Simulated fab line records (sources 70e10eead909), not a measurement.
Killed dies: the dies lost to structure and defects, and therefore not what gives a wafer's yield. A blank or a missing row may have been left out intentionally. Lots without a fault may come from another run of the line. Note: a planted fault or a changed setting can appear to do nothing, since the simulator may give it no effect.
fab line records	flow nand_harc
record: lots: 12	wafers: 36	last_day: 24
route steps=1159 shown P_ZERO_WELL@29 P_GATE@131 END@1159
lots untouched by any fault: they come from a run of this same line in which no faults occurred
start_h: hours from the record's first day to the start of the lot's first wafer shown	wait_h: hours since the lot's step before	" repeats the value in the row above	L1.1+2: several wafers, shown together as one row	- no value present, or no start provided	* or withheld: withheld	< > ~ a bound
route shown NAME@n: a module of which the file shows steps, and the number in the route of the first	usual: mean/standard deviation of fault-free wafers	same: alike in all rows	chamber/n: place in a boat	sites: the reading at each site	_std_site: standard deviation of those values	_edge_site: inner sites' mean taken away from outer sites' mean	radius_mm: for every site, how far away it sits from the centre of the wafer	mask NAME#n: copy n	behind: the tool/chamber that last shaped the wafer	hold: why the lot was held/for how many hours/how that ended	device: the transistor (n, p or np) that didn't switch	end of line: tests of these same wafers at the route's end	for a step that has no rows: nothing shown but its recipe	killed: dies that structure and defects cost at the first sort, which is not the same as the wafer's yield	map: dies across one wafer; x = killed, . = not, _ = none there
set.NAME: the run value of the setting; set.NAME@STEP: its run value at that earlier step	model.NAME: the simulator's own value behind a step, which no gauge read
a sample of lots followed through the steps of the route, with each step as a table and each wafer as a row
services: the hour from which a tool's chamber was out of use, counted from the record's first day as start_h (under 0 if before that day), plus the number of hours and why
== steps ==
step: NHARC_P_ZERO_WELL_CD_MEAS_24
recipe: target_cd_nm: 720	landing_energy_ev: 500
usual: cd_nm: 720.3/2.1
lot.wafer	tool	chamber	start_h	wait_h	cd_nm
L803.1	cd_sem-02	0	26.56	-	714.7
L803.3	"	0	"	"	721.0
L803.5	"	0	"	"	721.2
L804.1	cd_sem-03	0	32.52	-	722.0
L804.2	"	0	"	"	718.3
L804.6	"	0	"	"	717.2
L806.2	cd_sem-01	0	44.50	-	721.3
L806.3	"	0	"	"	718.5
L806.6	"	0	"	"	721.4
L807.2	cd_sem-03	0	50.47	-	723.3
L807.3	"	0	"	"	720.1
L807.4	"	0	"	"	720.4
L809.1	cd_sem-03	0	62.46	-	720.3
L809.2	"	0	"	"	720.3
L809.5	"	0	"	"	717.3
L810.1	cd_sem-03	0	68.46	-	721.4
L810.2	"	0	"	"	720.0
L810.5	"	0	"	"	723.3
L811.1	cd_sem-03	0	74.46	-	719.9
L811.5	"	0	"	"	719.9
L811.6	"	0	"	"	719.5
L812.2	cd_sem-01	0	80.58	-	721.1
L812.5	"	0	"	"	722.0
L812.6	"	0	"	"	721.5
L814.1	cd_sem-01	0	92.35	-	721.0
L814.2	"	0	"	"	720.7
L814.3	"	0	"	"	721.9
L815.1	cd_sem-03	0	98.58	-	719.3
L815.2	"	0	"	"	722.0
L815.4	"	0	"	"	719.6
L818.4	cd_sem-02	0	116.54	-	718.8
L818.5	"	0	"	"	724.7
L818.6	"	0	"	"	721.7
L820.1	cd_sem-03	0	128.45	-	723.9
L820.3	"	0	"	"	719.7
L820.4	"	0	"	"	721.1
step: NHARC_P_ZERO_WELL_DESCUM_39
recipe: time_s: 3	o2_flow_sccm: 200	ar_flow_sccm: 0	bias_power_w: 0	chemistry: O2
usual: drypump_motor_current_A: 6.0/0.41	mfc_ar_sccm: 0.009/0.012	oes_product_au: 1.002/0.012	rf_vpp_V: 58.0/0.9	showerhead_plenum_p_Torr: 1.94/0.053	throttle_valve_pct: 11.312/0.0093
lot.wafer	tool	chamber	start_h	wait_h	drypump_motor_current_A	mfc_ar_sccm	oes_product_au	rf_hours_counter_h	rf_vpp_V	showerhead_plenum_p_Torr	throttle_valve_pct
L803.1	rie_diel-09	0	28.25	-	5.3	0.007	0.971	9	58.7	2.05	11.312
L803.3	"	2	"	"	5.1	0	1.014	9	57.5	1.95	11.313
L803.5	"	3	"	"	6.0	0	0.996	-	57.8	1.91	11.325
L804.1	rie_diel-10	0	34.21	-	5.7	0	1.012	1	57.7	1.97	11.324
L804.2	"	1	"	"	5.6	0.004	1.010	2	58.6	1.98	11.308
L804.6	"	0	"	"	5.7	0	1.011	-	57.9	1.97	11.297
L806.2	rie_diel-04	0	46.32	-	6.0	0	0.992	4	57.7	1.93	11.303
L806.3	"	2	"	"	6.4	0.022	0.991	5	58.3	1.89	11.308
L806.6	"	1	"	"	6.0	0	0.997	-	57.0	1.89	11.322
L807.4	rie_diel-04	0	52.31	-	6.0	0	1.006	4	56.1	1.93	11.305
L807.2	"	1	"	"	6.0	0	0.996	4	58.5	1.89	11.309
L807.3	"	2	"	"	6.4	0.022	0.997	5	57.2	1.89	11.313
L809.2	rie_diel-09	2	64.29	-	5.1	0	1.012	13	59.0	1.95	11.309
L809.1	"	0	"	"	5.3	0.007	0.977	12	60.3	2.05	11.314
L809.5	"	3	"	"	6.0	0	1.001	-	58.8	1.91	11.291
L810.2	rie_diel-04	2	70.14	-	6.4	0.022	0.988	6	57.5	1.89	11.321
L810.1	"	0	"	"	6.0	0	0.999	4	58.5	1.93	11.313
L810.5	"	2	"	"	6.4	0.022	0.982	-	57.2	1.89	11.315
L811.1	rie_diel-09	1	76.29	-	6.3	0.022	0.999	13	56.7	1.91	11.302
L811.5	"	1	"	"	6.3	0.022	0.995	-	58.1	1.91	11.323
L811.6	"	2	"	"	5.1	0	1.000	-	57.8	1.94	11.326
L812.2	rie_diel-04	3	82.41	-	6.4	0.037	0.983	8	56.9	1.93	11.305
L812.6	"	2	"	"	6.4	0.022	0.987	-	57.7	1.89	11.315
L812.5	"	3	"	"	6.4	0.037	0.976	-	57.6	1.93	11.322
L814.1	rie_diel-09	3	94.15	-	6.0	0	1.012	1	57.5	1.91	11.299
L814.3	"	0	"	"	5.3	0.007	1.002	1	58.7	2.05	11.301
L814.2	"	1	"	"	6.3	0.022	0.994	1	57.8	1.91	11.303
L815.1	rie_diel-10	0	100.39	-	5.7	0	1.012	7	58.0	1.97	11.296
L815.4	"	1	"	"	5.6	0.004	0.998	8	57.5	1.98	11.321
L815.2	"	2	"	"	6.0	0	1.003	8	57.1	1.92	11.303
L818.4	rie_diel-10	0	118.23	-	5.7	0	1.024	8	57.7	1.97	11.303
L818.6	"	2	"	"	6.1	0	1.011	-	59.0	1.92	11.308
L818.5	"	3	"	"	6.6	0.013	1.016	-	59.2	2.05	11.311
L820.1	rie_diel-04	0	130.29	-	6.0	0	1.015	1	57.4	1.93	11.311
L820.3	"	1	"	"	6.0	0	0.996	1	58.2	1.89	11.310
L820.4	"	2	"	"	6.3	0.022	1.003	-	58.2	1.89	11.322
step: NHARC_P_GATE_HM_DEP_102
recipe: target_thk_a: 1200	temp_c: 400	material: aC
usual: throttle_valve_pct: 35.001/0.01
lot.wafer	tool	chamber	start_h	wait_h	throttle_valve_pct
L804.1	acl_dep-01	0	105.98	0.4	35.015
L804.2	"	0	"	"	35.023
L804.6	"	0	"	"	34.988
L803.1	acl_dep-03	0	106.11	0.5	34.995
L803.3	"	0	"	"	34.981
L803.5	"	0	"	"	34.992
L806.2	acl_dep-02	0	111.92	0.5	35.010
L806.3	"	0	"	"	35.002
L806.6	"	0	"	"	35.037
L807.2	acl_dep-03	0	127.96	4.2	34.996
L807.3	"	0	"	"	35.013
L807.4	"	0	"	"	35.008
L809.1	acl_dep-02	0	141.12	0.4	35.008
L809.2	"	0	"	"	34.990
L809.5	"	0	"	"	35.010
L810.1	acl_dep-03	0	147.36	2.3	35.006
L810.2	"	0	"	"	35.000
L810.5	"	0	"	"	34.988
L811.1	acl_dep-02	0	147.37	2.3	35.008
L811.5	"	0	"	"	35.007
L811.6	"	0	"	"	34.996
L814.1	acl_dep-03	0	165.16	1.1	35.006
L814.2	"	0	"	"	35.013
L814.3	"	0	"	"	35.016
L815.1	acl_dep-03	0	165.81	1.8	35.001
L815.2	"	0	"	"	35.002
L815.4	"	0	"	"	34.990
L812.2	acl_dep-01	0	166.13	2.1	34.986
L812.5	"	0	"	"	35.000
L812.6	"	0	"	"	34.983
L818.4	acl_dep-03	0	194.70	4.6	35.002
L818.5	"	0	"	"	35.010
L818.6	"	0	"	"	35.007
L818.4	acl_dep-03	0	199.50	4.7	34.997
L818.5	"	0	"	"	34.990
L818.6	"	0	"	"	35.000
L820.1	acl_dep-01	0	201.34	0.4	35.007
L820.3	"	0	"	"	35.004
L820.4	"	0	"	"	34.995
L820.1	acl_dep-03	0	202.52	1.1	35.000
L820.3	"	0	"	"	34.995
L820.4	"	0	"	"	34.988
step: NHARC_P_GATE_HM_OPEN_105
recipe: target_depth_a: 3600	o2_flow_sccm: 400	cos_flow_sccm: 20	ar_flow_sccm: 0	rf_w: 500	bias_w: 300	chemistry: O2/COS
usual: bias_w: 300.0/0.95	drypump_motor_current_A: 5.7/0.39	mfc_ar_sccm: 0.007/0.0095	oes_product_au: 0.998/0.015	rf_vpp_V: 467.5/2.2	showerhead_plenum_p_Torr: 3.14/0.095	throttle_valve_pct: 28.331/0.0092
lot.wafer	tool	chamber	start_h	wait_h	bias_w	drypump_motor_current_A	mfc_ar_sccm	oes_product_au	rf_hours_counter_h	rf_vpp_V	showerhead_plenum_p_Torr	throttle_valve_pct
L804.1	rie_diel-06	1	-	-	300.6	5.1	0	0.996	11	466.2	3.12	28.334
L804.2	"	0	"	"	300.1	5.6	0	0.961	12	468.2	3.15	28.312
L804.6	"	1	"	"	300.3	5.1	0	0.995	-	465.8	3.12	28.323
L803.1	rie_diel-01	2	-	-	298.1	5.1	0.000	1.024	52	470.2	3.23	28.331
L803.3	"	3	"	"	299.7	6.6	0	1.024	40	473.1	3.29	28.321
L803.5	"	1	"	"	300.5	5.0	0	1.010	-	466.4	3.09	28.340
L806.3	rie_diel-13	1	-	-	301.6	5.6	0.020	1.007	1	470.8	3.28	28.325
L806.2	"	3	"	"	299.4	5.9	0	1.005	1	468.8	3.17	28.329
L806.6	"	1	"	"	301.8	5.6	0.020	1.005	-	470.1	3.28	28.326
L807.2	rie_diel-13	0	-	-	299.2	5.7	0	0.992	4	463.4	2.92	28.330
L807.3	"	2	"	"	300.8	5.9	0.021	0.993	2	468.5	3.11	28.347
L807.4	"	1	"	"	298.2	5.5	0.020	1.010	-	470.8	3.28	28.334
L809.1	rie_diel-13	2	-	-	300.9	5.8	0.021	0.996	3	466.7	3.11	28.328
L809.2	"	3	"	"	300.2	5.8	0	1.007	4	468.0	3.17	28.322
L809.5	"	2	"	"	300.9	5.8	0.021	0.985	-	465.4	3.11	28.337
L810.1	rie_diel-06	1	-	-	298.2	5.1	0	1.001	21	467.7	3.11	28.322
L810.2	"	2	"	"	299.2	5.9	0.017	0.980	24	465.4	3.11	28.324
L810.5	"	3	"	"	299.3	6.4	0	0.981	-	465.2	3.09	28.322
L811.1	rie_diel-06	3	-	-	299.1	6.4	0	0.991	25	466.3	3.09	28.328
L811.6	"	2	"	"	298.5	5.9	0.017	0.990	-	465.7	3.11	28.319
L811.5	"	3	"	"	299.7	6.4	0	0.990	-	465.2	3.09	28.327
L814.1	rie_diel-13	0	-	-	300.7	5.6	0	0.999	10	462.2	2.92	28.333
L814.3	"	2	"	"	301.3	5.8	0.021	1.009	8	466.8	3.11	28.343
L814.2	"	3	"	"	300.9	5.9	0	0.998	8	466.8	3.17	28.348
L812.2	rie_diel-13	2	-	-	300.1	5.8	0.021	1.003	8	468.5	3.11	28.311
L812.5	"	2	"	"	300.4	5.8	0.021	1.011	-	467.3	3.11	28.338
L812.6	"	3	"	"	299.1	5.9	0	1.011	-	468.5	3.17	28.321
L815.1	rie_diel-06	1	-	-	299.8	5.1	0	0.988	30	467.3	3.11	28.326
L815.4	"	2	"	"	301.0	5.9	0.017	0.995	33	466.3	3.11	28.334
L815.2	"	3	"	"	299.6	6.4	0	0.978	34	466.5	3.09	28.333
L818.4	rie_diel-06	3	-	-	299.8	6.4	0	0.983	42	465.2	3.09	28.317
L818.6	"	1	"	"	301.1	5.1	0	0.997	-	467.3	3.10	28.325
L818.5	"	2	"	"	299.0	5.9	0.017	0.993	-	466.1	3.10	28.327
L820.3	rie_diel-06	3	-	-	301.4	6.4	0	0.983	46	467.8	3.08	28.345
L820.1	"	2	"	"	301.0	5.9	0.017	0.985	44	465.6	3.10	28.332
L820.4	"	3	"	"	300.7	6.4	0	0.996	-	466.7	3.08	28.319
step: NHARC_END_SORT_01
recipe: temp_c: 25
usual: killed_at_array: 29/10	killed_at_other: 0.7/1.1	killed_at_periphery: 3.3/2.4	killed_dies: 33/11	killed_open: 3.3/2	killed_short: 1.9/1.3
same: gross_dies: 677
lot.wafer	tool	chamber	start_h	wait_h	killed_at_array	killed_at_other	killed_at_periphery	killed_dies	killed_open	killed_short
L818.4	prober-02	0	567.93	3.4	28	0	3	31	4	2
L818.5	prober-02	0	568.72	3.7	25	1	4	30	7	3
L818.6	prober-02	0	569.51	3.9	38	2	3	43	8	6
killed by level:class
L818.4 A_SLIT:chamber_film_flake=12 A_CHANNEL_HOLE_D1:chamber_film_flake=10 A_CONTACT:geometric_particle:open=2 P_GATE:chamber_film_flake=2 P_CONTACT:geometric_particle:open=1 A_CHANNEL_FILL_D1:geometric_particle:short=1 A_WL_FILL:geometric_particle:short=1 A_M0:geometric_particle:open=1
L818.5 A_SLIT:chamber_film_flake=11 A_CHANNEL_HOLE_D1:chamber_film_flake=4 P_CONTACT:geometric_particle:open=2 A_STAIRCASE:chamber_film_flake=2 A_CONTACT:chamber_film_flake=2 P_GATE:geometric_particle:open=1 P_M0:geometric_particle:open=1 A_ONON_D1:geometric_particle:open=1
L818.6 A_SLIT:chamber_film_flake=18 A_CHANNEL_HOLE_D1:chamber_film_flake=5 A_WL_FILL:geometric_particle:short=3 A_STAIRCASE:chamber_film_flake=3 STARTING-WAFER:geometric_particle:open=2 P_GATE:geometric_particle:open=1 P_CONTACT:geometric_particle:open=1 A_ONON_D1:geometric_particle:short=1
== services ==
tool	chamber	start_h	hours	kind
rie_diel-01	3	5.88	11.2	repair
rie_diel-09	3	39.35	7.5	repair
acl_dep-03	-	43.12	13.0	pm
rie_diel-01	-	43.78	3.3	repair
rie_diel-10	-	47.98	5.0	repair
rie_diel-06	-	64.22	9.0	pm
rie_diel-01	3	73.30	19.1	repair
rie_diel-09	-	77.11	9.0	pm
rie_diel-10	2	83.79	1.7	repair
rie_diel-13	-	99.03	9.0	pm
rie_diel-04	2	99.60	20.7	repair
rie_diel-04	3	103.17	32.4	repair
rie_diel-04	-	110.81	0.3	repair
rie_diel-04	-	112.14	9.0	pm
acl_dep-01	-	112.80	13.0	pm
rie_diel-13	2	113.36	9.5	repair
rie_diel-01	2	122.17	4.6	repair
rie_diel-13	3	124.27	5.6	repair
rie_diel-04	3	162.47	14.1	repair
acl_dep-02	-	169.37	13.0	pm
rie_diel-13	0	175.66	35.2	repair
rie_diel-10	-	176.71	9.0	pm
rie_diel-13	3	195.00	8.4	repair
rie_diel-06	1	197.92	2.2	repair
== key ==
first_sign: step: NHARC_P_GATE_HM_DEP_102	reading: visit	direction: added
effect none on later readings
met_at NHARC_P_GATE_HM_DEP_102
struck_lots L818,L820
tester_left_out L818,L820
not_acting_at NHARC_P_ZERO_WELL_CD_MEAS_24,NHARC_P_ZERO_WELL_DESCUM_39,NHARC_P_GATE_HM_OPEN_105
fault: kind: repeated_step_whole	tool: acl_dep-01,acl_dep-02,acl_dep-03	chamber: -	onset_h: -	steps: NHARC_P_GATE_HM_DEP_102	times: 1	scope: struck_lots_only
tester_left_out: of these lots the tester's yield and bins aren't shown, on N5 and GAA mostly nor the transistor test; their killed dies are dies lost to structure and defects alone, not to doping, threshold or leakage, so they don't give the yield
